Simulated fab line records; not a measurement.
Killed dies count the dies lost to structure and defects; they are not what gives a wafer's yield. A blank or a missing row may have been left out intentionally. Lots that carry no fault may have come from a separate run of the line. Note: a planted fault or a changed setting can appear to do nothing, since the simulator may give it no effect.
Chamber matching	flow nand_harc	NHARC_A_M1_DEP_33 on pecvd-01: 3 sister chambers
The step deposits SiCN, target thk 30 nm. 6 wafers are shown with their chamber, then 8 later ones without.

== WAFERS WITH THEIR CHAMBER ==
wafer	chamber	heater_power_w (W)
L090.3	2	530
L090.5	1	623
L095.1	2	543
L095.2	0	496
L095.5	1	598
L093.1	0	540

== WAFERS WITH NO CHAMBER GIVEN ==
wafer	heater_power_w (W)
L093.5	631
L093.6	530
L096.1	546
L096.3	552
L096.6	537
L097.1	532
L097.2	535
L097.4	615

== WHICH CHAMBER EACH WENT THROUGH ==
wafer	from the rows above	in truth
L093.5	1	1
L093.6	can't be placed: 2 or 0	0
L096.1	can't be placed: 2 or 0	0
L096.3	can't be placed: 2 or 0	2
L096.6	can't be placed: 2 or 0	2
L097.1	can't be placed: 2 or 0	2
L097.2	can't be placed: 2 or 0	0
L097.4	1	1
2 of 8 placed correctly. From these rows, 6 cannot be placed; in 6 the true chamber is one of the candidates. 0 placed wrongly.
How it was worked out, from the rows above alone: a wafer's distance from a chamber is the root of the sum, over the readings, of the square of ((its reading less the chamber's mean) divided by the reading's scatter). If the next closest chamber is less than 2 further off than the closest, the wafer can't be placed; otherwise it belongs to the closest. The mean given for a chamber averages the wafers shown for that chamber. The scatter: the root of (the sum of the squares of (reading less its chamber's mean) over the shown wafers, divided by (wafers less chambers)).
